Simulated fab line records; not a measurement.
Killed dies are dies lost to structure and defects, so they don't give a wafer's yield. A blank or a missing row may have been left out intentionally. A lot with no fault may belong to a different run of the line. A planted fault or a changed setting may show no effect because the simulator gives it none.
Chamber matching	flow n5_finfet	rie_diel-06 running N5_BEOL_M11_DESCUM_33: 4 sister chambers
The step chemistry O2, time 7.9 s. 4 wafers are shown with their chamber, then 7 later ones without.

## WAFERS, EACH WITH ITS CHAMBER
wafer	chamber	drypump_motor_current_A (A)
L239.2	1	5.5
L239.6	0	6.2
L238.3	2	5.1
L238.5	3	5.4

## WAFERS WITH NO CHAMBER GIVEN
wafer	drypump_motor_current_A (A)
L238.6	6.3
L237.2	6.3
L237.3	5.2
L237.5	5.2
L246.2	5.4
L246.3	5.5
L246.4	6.3

## THE CHAMBER EACH PASSED THROUGH
wafer	from the rows above	in truth
L238.6	0	0
L237.2	0	0
L237.3	can't be placed: 2 or 3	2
L237.5	can't be placed: 2 or 3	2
L246.2	can't be placed: 3 or 1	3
L246.3	can't be placed: 1 or 3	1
L246.4	0	0
Correct placement for 3 of the 7. Cannot be placed on the basis of these rows: 4; the candidates contain the true chamber in 4. Number placed wrongly: 0.
How it was worked out, from the rows above alone: a wafer's distance from a chamber is the root of the sum, over the readings, of the square of ((its reading less the chamber's mean) divided by the reading's scatter). The wafer belongs to the nearest chamber; if the next one is less than 2 further off, it can't be placed. Each chamber's mean is taken over the wafers shown for it. The scatter: with one shown wafer a chamber, the root of the mean of the squares of how far each hidden wafer lies from its nearest shown one.
